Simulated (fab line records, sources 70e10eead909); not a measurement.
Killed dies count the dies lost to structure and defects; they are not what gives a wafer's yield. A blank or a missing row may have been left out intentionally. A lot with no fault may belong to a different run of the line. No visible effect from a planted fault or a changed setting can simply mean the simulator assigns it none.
Chamber matching | flow nand-harc | NHARC_A_CHANNEL_FILL_D1_ALD_25 on ald-hk-04: 4 sister chambers
The step deposits SiOx, target thk 60 nm, pulse time 10 s, ald cycles 600. 7 wafers are shown with their chamber, then 8 later ones without.

WAFERS, EACH WITH ITS CHAMBER
wafer  | chamber | heater-power-w (W) | precursor-pulse-height-rel
L076.2 | 2       | 392                | 1.002
L082.4 | 0       | 411                | 0.996
L084.5 | 0       | 416                | 1.017
L084.6 | 3       | 496                | 0.995
L086.5 | 1       | 415                | 0.995
L086.6 | 2       | 401                | 1.016
L087.2 | 1       | 406                | 0.990

WAFERS WHOSE CHAMBER IS MISSING
wafer  | heater-power-w (W) | precursor-pulse-height-rel
L087.5 | 509                | 0.971
L087.6 | 389                | 0.978
L089.1 | 422                | 0.997
L089.2 | 421                | 0.993
L089.5 | 399                | 1.008
L091.1 | 490                | 0.995
L091.3 | 426                | 1.010
L091.6 | 498                | 0.991

THE CHAMBER EACH PASSED THROUGH
wafer  | from the rows above          | in truth
L087.5 | 3                            | 3
L087.6 | can't be placed: 2 or 1 or 0 | 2
L089.1 | can't be placed: 0 or 1      | 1
L089.2 | can't be placed: 0 or 1      | 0
L089.5 | 2                            | 2
L091.1 | 3                            | 3
L091.3 | can't be placed: 0 or 1      | 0
L091.6 | 3                            | 3
Correct placement for 4 of the 8. Cannot be placed on the basis of these rows: 4; the candidates contain the true chamber in 4. Wrongly placed: 0.
How it was worked out, from the rows above alone: a wafer's distance from a chamber is the root of the sum, over the readings, of the square of ((its reading less the chamber's mean) divided by the reading's scatter). The wafer belongs to the nearest chamber; if the next one is less than 2 further off, it can't be placed. The mean given for a chamber averages the wafers shown for that chamber. How the scatter is found: for the shown wafers, subtract from each reading the mean of its chamber, square and add these, divide the total by (wafers less chambers), then take the root.
